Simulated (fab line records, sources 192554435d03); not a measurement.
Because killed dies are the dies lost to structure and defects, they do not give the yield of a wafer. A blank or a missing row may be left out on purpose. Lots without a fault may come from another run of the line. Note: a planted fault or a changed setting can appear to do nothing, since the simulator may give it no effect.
fab line records -- flow n5-finfet
record: lots: 6, wafers: 18, last-day: 19
route steps=1938 shown FIN_SAQP@119 PASSIVATION@1936
lots untouched by any fault: they come from a run of this same line in which no faults occurred
start-h: start of the lot's first displayed wafer, in hours after the record's first day -- wait-h: time in hours since the lot's previous step -- " the same as in the row above -- L1.1+2: several wafers, shown together as one row -- - no value, or no start was given -- * or withheld: withheld -- < > ~ a bound
route shown NAME@n: a module of which the file shows steps, and the number in the route of the first -- usual: the fault-free wafers' mean and standard deviation -- same: alike in all rows -- chamber/n: place in a boat -- sites: each site's reading -- _std_site: the standard deviation of these -- _edge_site: inner sites' mean taken away from outer sites' mean -- radius-mm: how far each site lies from the wafer's centre -- mask NAME#n: copy n -- behind: the tool/chamber that last shaped the wafer -- hold: why the lot went on hold/how many hours it stayed there/how the hold came to an end -- device: whichever transistor did not switch (one of n, p or np) -- end of line: the same wafers' tests at the end of the route -- a step with no rows: only its recipe -- killed: the dies lost at the first sort to structure and to defects; this is not the yield of the wafer -- map: the dies of a wafer, with x for killed, . for not killed, _ for no die there
set.NAME: the setting as run; set.NAME@STEP: as run at that earlier step -- model.NAME: the simulator's own value behind a step, which no gauge read
lots at some steps of the route; a table a step, a row a wafer
services: a tool's chamber out of use, with start hour (start-h, from the record's first day; less than 0 if before it), hours out, and reason
== steps ==
step: N5_FIN_SAQP_STRIP_74
recipe: chemistry: CHF3/O2, resist: SiARC, rf-frequency-hz: 6e+07
step: N5_FIN_SAQP_MANDREL_ETCH_22
recipe: target-depth-a: 600, chemistry: HBr/Cl2, target: a-Si, stop-on: SiNx, bt-time-s: 10, over-etch-frac: 0.5, time-s: 30, pressure-mtorr: 10, icp-w: 800, bias-w: 75, HBr_flow_sccm: 150, Cl2_flow_sccm: 80, ends: end-point
usual: drypump-motor-current-A: 5.6/0.5, he-backside-leak-sccm: 2.7/0.32, oes-product-au: 0.774/0.018, rf-fwd-power-W: 795.3/2.9, throttle-valve-pct: 35.51/0.26
lot.wafer,tool,chamber,start-h,wait-h,drypump-motor-current-A,he-backside-leak-sccm,oes-product-au,rf-fwd-power-W,rf-hours-counter-h,throttle-valve-pct
L649.3,rie-si-03,2,40.16,0.0,5.2,2.5,0.785,793.8,104,35.27
L649.4,rie-si-03,1,40.16,0.0,5.6,3.3,0.756,797.9,-,35.75
L649.6,rie-si-03,2,40.16,0.0,5.2,2.6,0.781,795.3,-,35.25
L655.2,rie-si-02,3,76.56,0.0,5.6,2.5,0.741,796.8,3,35.36
L655.3,rie-si-02,0,76.56,0.0,5.5,2.8,0.788,793.5,30,35.62
L655.4,rie-si-02,1,76.56,0.0,5.8,2.7,0.769,790.9,183,35.84
L660.1,rie-si-03,3,106.13,0.0,4.9,2.7,0.802,794.9,80,35.58
L660.2,rie-si-03,2,106.13,0.0,5.2,2.5,0.784,798.7,106,35.27
L660.4,rie-si-03,1,106.13,0.0,5.6,3.3,0.764,793.1,182,35.71
L664.1,rie-si-02,0,130.17,0.0,5.5,2.6,0.795,789.6,31,35.64
L664.5,rie-si-02,1,130.17,0.0,5.8,2.7,0.788,792.3,-,35.80
L664.6,rie-si-02,0,130.17,0.0,5.5,2.7,0.791,793.1,-,35.63
L665.1,rie-si-01,3,149.87,0.0,5.7,2.5,0.757,797.3,124,35.03
L665.2,rie-si-01,1,149.87,0.0,6.7,2.9,0.800,793.5,84,35.61
L665.4,rie-si-01,3,149.87,0.0,5.7,2.6,0.763,794.7,-,34.99
L669.3,rie-si-01,3,163.06,0.0,5.8,2.6,0.757,794.1,124,35.04
L669.4,rie-si-01,2,163.06,0.0,6.4,2.7,0.760,795.7,71,35.47
L669.5,rie-si-01,0,163.06,0.0,5.5,2.4,0.757,795.9,-,35.44
step: N5_FIN_SAQP_STRIP_55
recipe: chemistry: N2/H2, power-w: 500, temp-c: 40, pressure-mtorr: 50, rf-frequency-hz: 6e+07, overash-fraction: 0.3, bias-power-w: 28, h2-frac: 0.5, n2-flow-sccm: 300, h2-flow-sccm: 300
usual: drypump-motor-current-A: 5.8/0.42, oes-product-au: 0.75/0.064, rf-vpp-V: 122.1/1.2, showerhead-plenum-p-Torr: 3.40/0.062, throttle-valve-pct: 18.92/0.27
lot.wafer,tool,chamber,start-h,wait-h,drypump-motor-current-A,oes-product-au,rf-hours-counter-h,rf-vpp-V,showerhead-plenum-p-Torr,throttle-valve-pct
L649.3,rie-diel-05,3,40.26,0.1,5.5,0.79,124,124.4,3.51,18.69
L649.4,rie-diel-05,3,40.26,0.1,5.4,0.78,-,123.5,3.51,18.72
L649.6,rie-diel-05,2,40.26,0.1,5.7,0.76,-,121.9,3.35,18.65
L655.2,rie-diel-04,1,76.73,0.1,5.4,0.71,183,124.4,3.48,18.78
L655.3,rie-diel-04,2,76.73,0.1,6.3,0.77,155,119.1,3.35,18.75
L655.4,rie-diel-04,0,76.73,0.1,6.0,0.70,193,122.0,3.34,18.89
L660.1,rie-diel-05,0,106.24,0.1,6.2,0.77,107,121.3,3.38,18.82
L660.2,rie-diel-05,2,106.24,0.1,5.7,0.75,176,120.7,3.34,18.67
L660.4,rie-diel-05,1,106.24,0.1,6.3,0.92,18,121.7,3.29,18.17
L664.1,rie-diel-02,2,130.27,0.1,4.9,0.75,143,121.0,3.36,19.41
L664.5,rie-diel-02,2,130.27,0.1,4.9,0.75,-,122.4,3.36,19.39
L664.6,rie-diel-02,3,130.27,0.1,5.8,0.70,-,124.2,3.46,19.21
L665.1,rie-diel-02,0,150.12,0.2,6.2,0.87,47,122.7,3.41,18.73
L665.2,rie-diel-02,3,150.12,0.2,5.8,0.70,215,123.9,3.46,19.24
L665.4,rie-diel-02,2,150.12,0.2,4.9,0.75,148,122.6,3.36,19.40
L669.3,rie-diel-04,2,163.19,0.1,6.2,0.74,177,122.3,3.34,18.80
L669.4,rie-diel-04,0,163.19,0.1,6.0,0.68,-,121.4,3.33,18.90
L669.5,rie-diel-04,2,163.19,0.1,6.3,0.74,-,123.1,3.34,18.78
step: N5_FIN_SAQP_STRIP_23
recipe: chemistry: SPM, time-s: 750, temp-c: 130, h2so4-h2o2-vol-ratio: 4
step: N5_FIN_SAQP_SRD_66
recipe: dry: ipa-marangoni, time-s: 30, temp-c: 23, rinse-liquid: diw
step: N5_FIN_SAQP_RECESS_75
recipe: chemistry: HF/NH3, target: SiO2, target-depth-a: 144, afs-cycles: 3, temp-c: 30, sublimation-temp-c: 180, sublimation-time-s: 60
step: N5_FIN_SAQP_SPACER1_ALD_24
recipe: material: SiO2, target-thk-a: 203, temp-c: 300, ald-precursor-family: BDEAS, ald-co-reactant: O2-plasma, pulse-time-s: 1, purge-time-s: 2, co-reactant-purge-time-s: 2, ald-cycles: 218, pressure-torr: 2
usual: heater-power-w: 453/44, precursor-pulse-height-rel: 1.000/0.018
same: co-reactant-purge-time-s: 2, purge-time-s: 2
lot.wafer,tool,chamber,start-h,wait-h,heater-power-w,precursor-pulse-height-rel
L649.3,ald-sin-01,2,41.50,0.7,483,0.994
L649.4,ald-sin-01,0,41.50,0.7,510,1.014
L649.6,ald-sin-01,2,41.50,0.7,483,0.995
L655.2,ald-sin-01,2,77.66,0.3,493,0.993
L655.3,ald-sin-01,3,77.66,0.3,477,0.999
L655.4,ald-sin-01,0,77.66,0.3,510,1.016
L660.1,ald-sin-01,2,107.21,0.5,485,1.034
L660.2,ald-sin-01,0,107.21,0.5,525,1.021
L660.4,ald-sin-01,1,107.21,0.5,422,0.999
L664.1,ald-sin-04,2,131.21,0.3,403,1.009
L664.5,ald-sin-04,2,131.21,0.3,408,1.004
L664.6,ald-sin-04,1,131.21,0.3,420,0.999
L665.1,ald-sin-04,3,150.86,0.3,429,0.998
L665.2,ald-sin-04,2,150.86,0.3,409,1.000
L665.4,ald-sin-04,0,150.86,0.3,368,1.001
L669.3,ald-sin-01,2,163.90,0.1,482,0.999
L669.4,ald-sin-01,1,163.90,0.1,407,1.008
L669.5,ald-sin-01,3,163.90,0.1,479,0.986
step: N5_FIN_SAQP_SPACER1_ETCHBACK_25
recipe: chemistry: CHF3/O2, mode: anisotropic-etchback, target: SiO2, target-depth-a: 244, time-s: 12.2, pressure-mtorr: 30, source-w: 650, bias-w: 170, Ar_flow_sccm: 200, CHF3_flow_sccm: 50, O2_flow_sccm: 5, ion-energy-ev: 200
usual: O2_flow_sccm: 5.000/0.015, drypump-motor-current-A: 5.8/0.39, mfc-ar-sccm: 200.0/0.6, oes-product-au: 0.77/0.059, rf-vpp-V: 525/3.5, showerhead-plenum-p-Torr: 2.44/0.049, throttle-valve-pct: 18.82/0.14
lot.wafer,tool,chamber,start-h,wait-h,O2_flow_sccm,drypump-motor-current-A,mfc-ar-sccm,oes-product-au,rf-hours-counter-h,rf-vpp-V,showerhead-plenum-p-Torr,throttle-valve-pct
L649.3,rie-diel-02,0,42.23,0.4,5.025,6.2,199.8,0.93,18,529,2.45,18.71
L649.4,rie-diel-02,2,42.23,0.4,5.017,4.9,200.2,0.78,121,531,2.42,19.06
L649.6,rie-diel-02,1,42.23,0.4,5.029,5.7,200.2,0.77,-,532,2.43,18.97
L655.2,rie-diel-05,1,78.51,0.5,4.993,6.3,199.2,0.93,9,530,2.37,18.55
L655.3,rie-diel-05,2,78.51,0.5,5.014,5.7,200.1,0.75,168,523,2.41,18.73
L655.4,rie-diel-05,0,78.51,0.5,5.017,6.1,199.8,0.78,99,523,2.43,18.88
L660.1,rie-diel-05,0,107.92,0.4,5.014,6.1,199.5,0.78,108,523,2.43,18.91
L660.2,rie-diel-05,3,107.92,0.4,5.013,5.5,200.1,0.76,147,524,2.51,18.80
L660.4,rie-diel-05,1,107.92,0.4,5.002,6.3,199.9,0.91,19,528,2.36,18.56
L664.1,rie-diel-04,2,131.93,0.4,4.983,6.2,200.2,0.75,172,526,2.40,18.85
L664.5,rie-diel-04,1,131.93,0.4,4.999,5.3,201.4,0.71,-,530,2.49,18.87
L664.6,rie-diel-04,0,131.93,0.4,5.018,6.0,200.4,0.69,-,526,2.38,18.78
L665.1,rie-diel-05,3,151.59,0.4,5.012,5.5,200.5,0.76,158,525,2.51,18.82
L665.2,rie-diel-05,2,151.59,0.4,5.006,5.7,200.2,0.73,187,522,2.40,18.73
L665.4,rie-diel-05,1,151.59,0.4,4.986,6.3,200.2,0.88,30,528,2.36,18.58
L669.3,rie-diel-05,0,164.64,0.4,4.999,6.1,199.6,0.75,124,523,2.42,18.92
L669.4,rie-diel-05,2,164.64,0.4,5.007,5.7,200.5,0.73,192,524,2.40,18.76
L669.5,rie-diel-05,0,164.64,0.4,5.027,6.1,199.5,0.75,-,522,2.42,18.92
step: N5_FIN_SAQP_MANDREL1_REMOVE_56
recipe: chemistry: HBr/Cl2/O2, bt-time-s: 10, target: a-Si, stop-on: SiNx, endpoint: OES-SiCl, over-etch-frac: 1, icp-w: 600, bias-w: 22, HBr_flow_sccm: 150, Cl2_flow_sccm: 80, O2_flow_sccm: 5, pressure-mtorr: 10
step: N5_FIN_SAQP_CD_MEAS_27
recipe: target-cd-nm: 20, landing-energy-ev: 1000, detector: se-inlens, polarity: line
usual: cd-nm: 20.31/0.21
lot.wafer,tool,chamber,start-h,wait-h,cd-nm
L649.3,cd-sem-02,0,42.43,0.1,19.96
L649.4,cd-sem-02,0,42.43,0.1,20.36
L649.6,cd-sem-02,0,42.43,0.1,20.22
L655.2,cd-sem-02,0,78.71,0.1,20.65
L655.3,cd-sem-02,0,78.71,0.1,20.08
L655.4,cd-sem-02,0,78.71,0.1,20.06
L660.1,cd-sem-02,0,108.12,0.1,20.28
L660.2,cd-sem-02,0,108.12,0.1,20.55
L660.4,cd-sem-02,0,108.12,0.1,20.47
L664.1,cd-sem-03,0,132.13,0.1,20.28
L664.5,cd-sem-03,0,132.13,0.1,20.52
L664.6,cd-sem-03,0,132.13,0.1,20.10
L665.1,cd-sem-03,0,151.79,0.1,20.57
L665.2,cd-sem-03,0,151.79,0.1,20.45
L665.4,cd-sem-03,0,151.79,0.1,20.26
L669.3,cd-sem-01,0,164.85,0.1,20.14
L669.4,cd-sem-01,0,164.85,0.1,20.17
L669.5,cd-sem-01,0,164.85,0.1,20.21
step: N5_FIN_SAQP_ETCH_57
recipe: chemistry: CH3F/O2, target: SiNx, mask-material: SiO2, target-depth-a: 325, time-s: 46.4, pressure-mtorr: 30, source-w: 395, bias-w: 73, Ar_flow_sccm: 150, CH3F_flow_sccm: 30, O2_flow_sccm: 20, ion-energy-ev: 120, ends: cleared
step: N5_FIN_SAQP_ETCH_65
recipe: chemistry: CF4, target: SiO2, target-depth-a: 40, ion-energy-ev: 350, time-s: 4.4, pressure-mtorr: 10, icp-w: 800, bias-w: 400, cf4-flow-sccm: 80
usual: drypump-motor-current-A: 5.7/0.53, he-backside-leak-sccm: 2.8/0.33, oes-product-au: 1.000/0.019, rf-fwd-power-W: 789/4, throttle-valve-pct: 21.88/0.22
lot.wafer,tool,chamber,start-h,wait-h,drypump-motor-current-A,he-backside-leak-sccm,oes-product-au,rf-fwd-power-W,rf-hours-counter-h,throttle-valve-pct
L649.3,rie-si-02,3,42.58,0.1,5.6,2.5,0.966,793,3,21.61
L649.4,rie-si-02,1,42.58,0.1,5.8,2.7,0.983,784,183,22.07
L649.6,rie-si-02,1,42.58,0.1,5.8,2.8,0.996,783,-,22.08
L655.2,rie-si-03,1,78.86,0.1,5.6,3.3,0.999,792,182,22.12
L655.3,rie-si-03,0,78.86,0.1,6.0,2.7,0.972,793,148,21.65
L655.4,rie-si-03,2,78.86,0.1,5.2,2.4,1.011,791,105,21.63
L660.1,rie-si-01,0,108.28,0.1,5.5,2.3,0.989,789,92,21.88
L660.2,rie-si-01,3,108.28,0.1,5.8,2.7,0.999,790,123,21.55
L660.4,rie-si-01,2,108.28,0.1,6.4,2.7,1.002,792,71,21.91
L664.1,rie-si-03,3,132.28,0.1,4.9,2.6,1.026,790,81,21.88
L664.5,rie-si-03,1,132.28,0.1,5.6,3.2,0.992,789,-,22.15
L664.6,rie-si-03,2,132.28,0.1,5.2,2.3,1.018,793,-,21.67
L665.1,rie-si-03,1,152.16,0.1,5.6,3.2,0.984,786,183,22.13
L665.2,rie-si-03,0,152.16,0.1,6.0,2.9,0.983,790,149,21.66
L665.4,rie-si-03,3,152.16,0.1,4.9,2.7,1.019,785,81,21.86
L669.3,rie-si-01,1,165.00,0.1,6.7,2.6,1.024,778,84,22.20
L669.4,rie-si-01,3,165.00,0.1,5.7,2.5,0.995,783,124,21.55
L669.5,rie-si-01,2,165.00,0.1,6.4,2.8,1.004,793,-,21.92
step: N5_FIN_SAQP_MANDREL_ETCH_58
recipe: chemistry: HBr/Cl2, target: a-Si, target-depth-a: 450, bt-time-s: 10, stop-on: SiNx, mask-material: SiO2, over-etch-frac: 0.8, time-s: 27, pressure-mtorr: 10, icp-w: 800, bias-w: 75, HBr_flow_sccm: 150, Cl2_flow_sccm: 80, ends: end-point
usual: drypump-motor-current-A: 5.7/0.54, he-backside-leak-sccm: 2.8/0.32, oes-product-au: 0.702/0.015, rf-fwd-power-W: 794.3/2.8, throttle-valve-pct: 35.66/0.26
lot.wafer,tool,chamber,start-h,wait-h,drypump-motor-current-A,he-backside-leak-sccm,oes-product-au,rf-fwd-power-W,rf-hours-counter-h,throttle-valve-pct
L649.3,rie-si-02,3,42.61,0.0,5.6,2.5,0.675,796.2,3,35.54
L649.4,rie-si-02,1,42.61,0.0,5.9,2.8,0.690,791.6,183,36.03
L649.6,rie-si-02,1,42.61,0.0,5.9,2.8,0.693,788.9,-,36.06
L655.2,rie-si-03,1,78.89,0.0,5.7,3.4,0.687,797.3,182,35.94
L655.3,rie-si-03,0,78.89,0.0,6.0,2.8,0.692,795.9,148,35.26
L655.4,rie-si-03,2,78.89,0.0,5.2,2.4,0.722,794.6,105,35.46
L660.1,rie-si-01,0,108.31,0.0,5.5,2.3,0.694,797.0,92,35.65
L660.2,rie-si-01,3,108.31,0.0,5.8,2.7,0.690,790.8,123,35.23
L660.4,rie-si-01,2,108.31,0.0,6.4,2.8,0.700,796.5,71,35.65
L664.1,rie-si-03,3,132.32,0.0,4.9,2.8,0.722,312.0,81,35.78
L664.5,rie-si-03,1,132.32,0.0,5.6,3.4,0.698,317.3,-,35.93
L664.6,rie-si-03,2,132.32,0.0,5.2,2.6,0.726,317.6,-,35.45
L665.1,rie-si-03,1,152.19,0.0,5.6,3.3,0.684,319.1,183,35.96
L665.2,rie-si-03,0,152.19,0.0,6.0,2.8,0.689,314.3,149,35.26
L665.4,rie-si-03,3,152.19,0.0,4.9,2.9,0.726,311.1,81,35.79
L669.3,rie-si-01,1,165.03,0.0,6.7,2.4,0.718,789.0,84,35.86
L669.4,rie-si-01,3,165.03,0.0,5.8,2.5,0.691,790.4,124,35.22
L669.5,rie-si-01,2,165.03,0.0,6.3,2.8,0.699,792.1,-,35.65
step: N5_FIN_SAQP_RECESS_63
recipe: chemistry: HF/NH3, target: SiO2, target-depth-a: 180, afs-cycles: 3, temp-c: 30, sublimation-temp-c: 180, sublimation-time-s: 60
step: N5_PASSIVATION_PROBE_49
usual: killed_at_M0_to_M3: 37/12, killed_at_M4_up: 15/5.6, killed-at-contacts: 13/6.9, killed-at-front-end: 40/11, killed-at-other: 4/3.2, killed-dies: 109/20, killed-on-rim: 14/4.3, killed-open: 73/15, killed-short: 35/8.3
same: gross-dies: 1180, killed-at-back-side: 0
lot.wafer,tool,chamber,start-h,wait-h,killed_at_M0_to_M3,killed_at_M4_up,killed-at-contacts,killed-at-front-end,killed-at-other,killed-dies,killed-on-rim,killed-open,killed-short
L649.3,prober-02,-,357.08,0.1,42,13,19,35,6,115,12,80,34
L649.4,prober-02,-,357.13,0.2,20,14,19,26,3,82,7,54,25
L649.6,prober-02,-,357.23,0.3,33,17,8,25,2,85,9,67,17
L655.2,prober-01,-,380.79,0.1,61,13,8,62,0,144,17,83,51
L655.3,prober-01,-,380.84,0.1,48,14,7,44,0,113,17,82,30
L655.4,prober-01,-,380.89,0.2,37,15,11,40,0,103,9,69,33
L664.1,prober-01,-,407.70,0.1,61,13,24,40,3,141,16,95,45
L664.5,prober-01,-,407.90,0.3,37,18,16,40,7,118,18,74,35
L664.6,prober-01,-,407.95,0.4,49,7,32,46,5,139,20,97,40
L660.1,prober-01,-,411.84,0.0,39,14,9,37,5,104,11,62,42
L660.2,prober-01,-,411.89,0.1,34,11,4,43,2,94,11,52,42
L660.4,prober-01,-,411.99,0.2,30,9,4,37,2,82,17,53,29
L665.1,prober-02,-,435.21,0.0,18,17,18,30,3,86,6,55,31
L665.2,prober-02,-,435.26,0.1,31,24,19,50,0,124,17,96,26
L665.4,prober-02,-,435.36,0.2,43,31,15,41,0,130,15,89,40
L669.3,prober-02,-,454.35,0.1,24,17,15,38,2,96,16,57,37
L669.4,prober-02,-,454.40,0.2,33,29,13,66,11,152,21,112,39
L669.5,prober-02,-,454.45,0.2,47,8,20,72,8,155,19,103,52
killed by level:class
L649.3 MOL_CONTACT_COAG:geometric-particle:open=12 BEOL_M0_SAQP:geometric-particle:open=8 BEOL_M1:geometric-particle:open=8 BEOL_M2:geometric-particle:open=8 FIN_SAQP:geometric-particle:short=7 MOL_CONTACT_COAG:geometric-particle:short=7 BEOL_M3:geometric-particle:open=7 FIN_SAQP:geometric-particle:open=6
L649.4 MOL_CONTACT_COAG:geometric-particle:open=15 DUMMY_GATE:geometric-particle:open=9 BEOL_M3:geometric-particle:open=5 BEOL_M4:geometric-particle:open=5 BEOL_M0_SAQP:geometric-particle:short=5 DUMMY_GATE:geometric-particle:short=4 MOL_CONTACT_COAG:geometric-particle:short=4 BEOL_M8:geometric-particle:open=3
L649.6 DUMMY_GATE:geometric-particle:open=9 BEOL_M1:geometric-particle:open=9 FIN_SAQP:geometric-particle:open=6 MOL_CONTACT_COAG:geometric-particle:open=6 BEOL_M0:geometric-particle:open=6 BEOL_M0_SAQP:geometric-particle:short=5 BEOL_M8:geometric-particle:open=5 BEOL_M4:geometric-particle:open=4
L655.2 BEOL_M0_SAQP:geometric-particle:short=14 STI_FIN_REVEAL:geometric-particle:open=13 FIN_SAQP:geometric-particle:open=11 FIN_SAQP:geometric-particle:short=11 BEOL_M0_SAQP:geometric-particle:open=10 BEOL_M2:geometric-particle:open=10 MOL_CONTACT_COAG:geometric-particle:open=8 BEOL_M4:geometric-particle:open=8
L655.3 STI_FIN_REVEAL:geometric-particle:open=12 BEOL_M0_SAQP:geometric-particle:open=11 BEOL_M1:geometric-particle:open=8 MOL_CONTACT_COAG:geometric-particle:open=7 BEOL_M2:geometric-particle:open=6 BEOL_M3:geometric-particle:open=6 STARTING-WAFER:geometric-particle:open=6 FIN_SAQP:geometric-particle:open=5
L655.4 FIN_SAQP:geometric-particle:short=11 BEOL_M4:geometric-particle:open=10 BEOL_M0_SAQP:geometric-particle:short=10 MOL_CONTACT_COAG:geometric-particle:open=9 STI_FIN_REVEAL:geometric-particle:open=8 BEOL_M3:geometric-particle:open=8 BEOL_M0_SAQP:geometric-particle:open=6 BEOL_M2:geometric-particle:open=6
L664.1 BEOL_M0_SAQP:geometric-particle:short=17 MOL_CONTACT_COAG:geometric-particle:open=16 BEOL_M0:geometric-particle:open=14 FIN_SAQP:geometric-particle:open=10 STI_FIN_REVEAL:geometric-particle:open=8 MOL_CONTACT_COAG:geometric-particle:short=8 BEOL_M3:geometric-particle:open=8 BEOL_M0_SAQP:geometric-particle:open=8
L664.5 MOL_CONTACT_COAG:geometric-particle:open=12 BEOL_M0_SAQP:geometric-particle:open=12 BEOL_M4:geometric-particle:open=12 BEOL_M0_SAQP:geometric-particle:short=9 HKMG_FIN:area-etch=6 FIN_SAQP:geometric-particle:open=5 ILD0:geometric-particle:open=5 STI_FIN_REVEAL:geometric-particle:open=4
L664.6 MOL_CONTACT_COAG:geometric-particle:open=26 BEOL_M0_SAQP:geometric-particle:short=13 BEOL_M3:geometric-particle:open=11 FIN_SAQP:geometric-particle:open=10 STI_FIN_REVEAL:geometric-particle:open=7 BEOL_M0_SAQP:geometric-particle:open=7 BEOL_M0:geometric-particle:open=7 GATE_CUT:geometric-particle:short=6
L660.1 FIN_SAQP:geometric-particle:short=12 BEOL_M1:geometric-particle:short=8 FIN_SAQP:geometric-particle:open=7 MOL_CONTACT_COAG:geometric-particle:open=7 BEOL_M1:geometric-particle:open=7 BEOL_M3:geometric-particle:open=7 STI_FIN_REVEAL:geometric-particle:open=6 BEOL_M2:geometric-particle:short=6
L660.2 FIN_SAQP:geometric-particle:short=13 FIN_SAQP:geometric-particle:open=9 BEOL_M2:geometric-particle:open=9 STI_FIN_REVEAL:geometric-particle:open=6 BEOL_M0_SAQP:geometric-particle:open=5 BEOL_M2:geometric-particle:short=5 BEOL_M0:geometric-particle:short=4 BEOL_M1:geometric-particle:open=4
L660.4 FIN_SAQP:geometric-particle:short=8 GATE_CUT:geometric-particle:short=7 BEOL_M1:geometric-particle:open=7 BEOL_M0_SAQP:geometric-particle:open=6 FIN_SAQP:geometric-particle:open=5 BEOL_M3:geometric-particle:open=5 DUMMY_GATE:geometric-particle:open=4 BEOL_M2:geometric-particle:open=4
L665.1 MOL_CONTACT_COAG:geometric-particle:open=10 MOL_CONTACT_COAG:geometric-particle:short=8 BEOL_M4:geometric-particle:open=8 FIN_SAQP:geometric-particle:short=6 STI_FIN_REVEAL:geometric-particle:open=6 BEOL_M5:geometric-particle:open=6 FIN_SAQP:geometric-particle:open=5 BEOL_M2:geometric-particle:open=5
L665.2 MOL_CONTACT_COAG:geometric-particle:open=15 BEOL_M2:geometric-particle:open=13 BEOL_M4:geometric-particle:open=12 DUMMY_GATE:geometric-particle:open=11 STI_FIN_REVEAL:geometric-particle:open=10 BEOL_M3:geometric-particle:open=9 FIN_SAQP:geometric-particle:short=8 BEOL_M8:geometric-particle:open=8
L665.4 FIN_SAQP:geometric-particle:short=11 MOL_CONTACT_COAG:geometric-particle:open=11 BEOL_M0_SAQP:geometric-particle:open=11 BEOL_M2:geometric-particle:open=7 BEOL_M0_SAQP:geometric-particle:short=7 BEOL_M1:geometric-particle:open=7 BEOL_M5:geometric-particle:open=7 BEOL_M7:geometric-particle:open=7
L669.3 MOL_CONTACT_COAG:geometric-particle:open=12 STI_FIN_REVEAL:geometric-particle:open=9 BEOL_M0_SAQP:geometric-particle:short=8 FIN_SAQP:geometric-particle:short=7 BEOL_M4:geometric-particle:open=6 BEOL_M2:geometric-particle:open=5 BEOL_M0_SAQP:geometric-particle:open=5 FIN_SAQP:geometric-particle:open=4
L669.4 STI_FIN_REVEAL:geometric-particle:open=22 FIN_SAQP:geometric-particle:open=17 BEOL_M4:geometric-particle:open=15 MOL_CONTACT_COAG:geometric-particle:open=10 BEOL_M0_SAQP:geometric-particle:short=9 DUMMY_GATE:geometric-particle:open=8 BEOL_M2:geometric-particle:open=7 STI_FIN_REVEAL:geometric-particle:short=5
L669.5 STI_FIN_REVEAL:geometric-particle:open=26 MOL_CONTACT_COAG:geometric-particle:open=16 BEOL_M0_SAQP:geometric-particle:open=13 BEOL_M0_SAQP:geometric-particle:short=11 BEOL_M2:geometric-particle:open=11 FIN_SAQP:geometric-particle:short=10 FIN_SAQP:geometric-particle:open=7 STI_FIN_REVEAL:geometric-particle:short=7
== services ==
tool,chamber,start-h,hours,kind
ald-sin-01,0,20.47,6.9,repair
rie-si-01,-,24.00,2.1,repair
rie-diel-05,1,30.81,-,clean
rie-diel-05,1,30.81,-,consumable-replace:focus-ring
rie-diel-05,1,30.81,23.1,scheduled-down
ald-sin-04,3,34.95,1.3,repair
rie-si-01,-,37.42,14.6,pm
rie-si-03,0,38.13,3.4,repair
ald-sin-04,3,41.27,1.6,repair
ald-sin-01,3,69.84,2.9,repair
rie-si-03,-,70.51,2.8,pm
rie-diel-02,-,71.96,1.9,repair
ald-sin-04,-,85.25,14.0,pm
rie-diel-02,-,91.19,4.7,repair
ald-sin-01,-,102.83,2.8,pm
ald-sin-04,-,113.38,14.6,pm
ald-sin-01,-,119.33,4.3,pm
ald-sin-04,-,133.53,6.0,pm
rie-diel-04,1,137.43,26.9,repair
rie-diel-04,-,140.31,15.6,pm
ald-sin-01,-,143.33,14.6,pm
rie-si-01,1,143.65,4.7,repair
rie-si-02,0,144.13,3.1,repair
rie-si-01,2,148.58,5.1,repair
== key ==
first-sign: step: N5_FIN_SAQP_MANDREL_ETCH_58, reading: rf-fwd-power-W, direction: down, sigmas: 99+, usual: *, struck: *
effect none on later readings
met-at N5_FIN_SAQP_MANDREL_ETCH_58
struck-wafers L664.1,L664.5,L664.6,L665.1,L665.2,L665.4
tester-left-out L664,L665
onset-between 78.89 132.32
fault: kind: process-parameter-drift, tool: rie-si-03, chamber: -, onset-h: 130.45, steps: N5_FIN_SAQP_MANDREL_ETCH_58, channel: icp-w, offset: -480, shape: step, end-h: 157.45, acts-in: these-recipes-only, stated: 800
tester-left-out: of these lots the tester's yield and bins aren't shown, on N5 and GAA mostly nor the transistor test; their killed dies are dies lost to structure and defects alone, not to doping, threshold or leakage, so they don't give the yield
